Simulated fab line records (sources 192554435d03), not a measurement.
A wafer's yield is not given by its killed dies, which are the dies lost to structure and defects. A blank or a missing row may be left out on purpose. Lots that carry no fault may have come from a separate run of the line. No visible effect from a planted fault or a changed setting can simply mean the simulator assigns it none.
Split-lot trial -- flow n5-finfet -- on a route of 1938 steps: 7 lots, 39 wafers read

ABOUT THE SPLIT
At N5_DUMMY_GATE_ETCH_37 (etches SOC in N2/H2, target depth 60 nm, overetch 30 nm), the setting source-w was moved away from the recipe's 840 W on 12 of the 39 wafers read, by -17.3% to +17.9%. For the rest of the wafers, this setting stayed at what the recipe calls for.

Reading taken at the split's own step.

THE READING
rf-vpp-V, in V, at N5_DUMMY_GATE_ETCH_37 (etches SOC in N2/H2, target depth 60 nm, overetch 30 nm). Fault-free wafers of this fab line usually give 525.2 V, standard deviation 2 V.

wafer,"tool, chamber at the split","source-w as run, W",against the recipe,"rf-vpp-V, V",against lot-mates on the recipe
L079.1,"rie-diel-03, 2",840,recipe,522.8,-
L079.2,"rie-diel-03, 3",840,recipe,525.4,-
L079.5,"rie-diel-03, 3",840,recipe,525.8,-
L080.1,"rie-diel-06, 0",840,recipe,522.8,-
L080.2,"rie-diel-06, 1",694.8,-17.3%,558.2,+35.0
L080.3,"rie-diel-06, 2",694.8,-17.3%,555.5,+32.3
L080.4,"rie-diel-06, 3",694.8,-17.3%,554.8,+31.6
L080.5,"rie-diel-06, 2",840,recipe,521.6,-
L080.6,"rie-diel-06, 1",840,recipe,525.1,-
L081.1,"rie-diel-06, 0",840,recipe,524.6,-
L081.2,"rie-diel-06, 3",710.1,-15.5%,550.4,+26.9
L081.3,"rie-diel-06, 2",710.1,-15.5%,552.1,+28.6
L081.4,"rie-diel-06, 1",840,recipe,523.7,-
L081.5,"rie-diel-06, 0",710.1,-15.5%,551.8,+28.3
L081.6,"rie-diel-06, 3",840,recipe,522.1,-
L084.1,"rie-diel-03, 1",721.5,-14.1%,554.3,+28.1
L084.2,"rie-diel-03, 0",721.5,-14.1%,555.2,+29.0
L084.3,"rie-diel-03, 3",721.5,-14.1%,550.8,+24.6
L084.4,"rie-diel-03, 0",840,recipe,526.6,-
L084.5,"rie-diel-03, 1",840,recipe,526.6,-
L084.6,"rie-diel-03, 3",840,recipe,525.4,-
L089.1,"rie-diel-04, 3",990.6,+17.9%,498.8,-26.9
L089.2,"rie-diel-04, 2",990.6,+17.9%,497.9,-27.8
L089.3,"rie-diel-04, 0",990.6,+17.9%,495.8,-29.9
L089.4,"rie-diel-04, 1",840,recipe,526.1,-
L089.5,"rie-diel-04, 3",840,recipe,527.0,-
L089.6,"rie-diel-04, 0",840,recipe,524.1,-
L090.1,"rie-diel-04, 0",840,recipe,525.7,-
L090.2,"rie-diel-04, 1",840,recipe,527.0,-
L090.3,"rie-diel-04, 3",840,recipe,529.0,-
L090.4,"rie-diel-04, 2",840,recipe,526.4,-
L090.5,"rie-diel-04, 1",840,recipe,527.0,-
L090.6,"rie-diel-04, 2",840,recipe,525.6,-
L092.1,"rie-diel-04, 1",840,recipe,525.1,-
L092.2,"rie-diel-04, 2",840,recipe,526.6,-
L092.3,"rie-diel-04, 3",840,recipe,526.8,-
L092.4,"rie-diel-04, 0",840,recipe,524.6,-
L092.5,"rie-diel-04, 3",840,recipe,526.3,-
L092.6,"rie-diel-04, 0",840,recipe,524.8,-

FIT RESULTS
A straight line over all 39 wafers: rf-vpp-V changes by -1.71 V for each +1% of source-w; r = -0.99; the points scatter about the line by 2.1 V.
The same after taking each lot's own level away (the mean of its wafers on the recipe; 39 wafers): -1.77 V for each +1%; r = -0.99; scatter 1.7 V.
Per that fit: largest source-w move, reading shift of 32 V.
The lots' own levels span 523.17 to 526.78 V, that is 1.8 times the standard deviation above.
The two slopes are in agreement: the lot-to-lot level therefore moves the slope only a little.
Check: for one of the wafers moved furthest among these (+17.9%), held out of the fit, the line's prediction against its lot-mates is -31.9 V. Against them it came out at -26.9 V.
Tool readings at the split's step, against how far the setting was moved: rf-vpp-V r = -0.99.

THE OTHER SPLITS THESE WAFERS WENT THROUGH
These wafers also went through other splits before the reading. Each is held against what the fit with the lots' levels taken away leaves over:
other split on the same wafers,wafers away from the commonest value,r with rf-vpp-V (lot level and that fit taken away)
N5_DUMMY_GATE_EXPOSE_12 dose-mj,15,+0.06

THE FILE'S OWN FIT
rf-vpp-V changes by -1.79 V for each +1% of source-w, r = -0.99.
